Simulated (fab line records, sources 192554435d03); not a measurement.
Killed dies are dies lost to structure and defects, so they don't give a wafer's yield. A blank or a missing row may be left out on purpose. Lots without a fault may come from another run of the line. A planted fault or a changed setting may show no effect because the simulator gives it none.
Which tool did it? | flow n5_finfet | 7 lots, 21 wafers sampled, at 3 steps of a route of 1938

WHAT THE GAUGES READ, wafer by wafer
N5_BEOL_M2_CD_MEAS_11: target cd 16.79 nm.
lot  | measured     | on        | cd_nm (nm)
L375 | day 6 19:44  | cd_sem-03 | 17.04 16.53 16.56
L379 | day 7 23:23  | cd_sem-03 | 16.49 16.45 16.78
L384 | day 9 05:27  | cd_sem-03 | 16.77 16.68 16.74
L388 | day 10 05:49 | cd_sem-01 | - - -
L392 | day 11 01:11 | cd_sem-03 | 16.79 17.03 16.64
L394 | day 11 15:08 | cd_sem-02 | 17.07 16.45 17.23
L397 | day 12 04:44 | cd_sem-01 | 16.55 16.82 16.93

WHICH TOOL RAN EACH LOT (tool, then ch and the chambers of the sampled wafers, then the start)
lot  | N5_BEOL_M1_ANNEAL_51             | N5_BEOL_M2_EXPOSE_08
L375 | rtp_anneal-02 ch 0, day 6 17:41  | euv_scanner-01 ch 0, day 6 19:37
L379 | rtp_anneal-01 ch 0, day 7 22:00  | euv_scanner-01 ch 0, day 7 23:16
L384 | rtp_anneal-02 ch 0, day 9 03:49  | euv_scanner-01 ch 0, day 9 05:19
L388 | rtp_anneal-02 ch 0, day 10 03:46 | euv_scanner-02, day 10 05:40
L392 | rtp_anneal-02 ch 0, day 10 22:21 | euv_scanner-01 ch 0, day 11 01:03
L394 | rtp_anneal-01 ch 0, day 11 13:23 | euv_scanner-02 ch 0, day 11 15:01
L397 | rtp_anneal-01 ch 0, day 12 02:37 | euv_scanner-02 ch 0, day 12 04:37
- N5_BEOL_M1_ANNEAL_51: time 90 s.
- N5_BEOL_M2_EXPOSE_08: exposes mask M2.

THE ANSWER, worked out from the rows above alone
Rule: what is usual is taken from the lots themselves. Put in order of their means at a reading, lots are off if they are a third of the lots or fewer, leave a main group of 4 or more, and stand apart from it by a gap of 3 or more times the standard deviation of the main group's means; of several such gaps the widest counts. A main group whose means are all the same, to the digits that the tables above print for the reading, isn't used. A lot without any number at a reading at which 4 lots or more have one is off too. The other lots that the step has rows for count as sound.
Off: L388, at N5_BEOL_M2_CD_MEAS_11 (cd_nm). Without a number there: L388. The main group: mean 16.75 nm, standard deviation 0.1.
A tool fits if, at a process step before that reading, it ran every lot that is off, and no sound lot after the first of them. The gauges at N5_BEOL_M2_CD_MEAS_11 are tried like those tools. None of those tried fits.

WHAT THE SIMULATOR HAD PUT IN
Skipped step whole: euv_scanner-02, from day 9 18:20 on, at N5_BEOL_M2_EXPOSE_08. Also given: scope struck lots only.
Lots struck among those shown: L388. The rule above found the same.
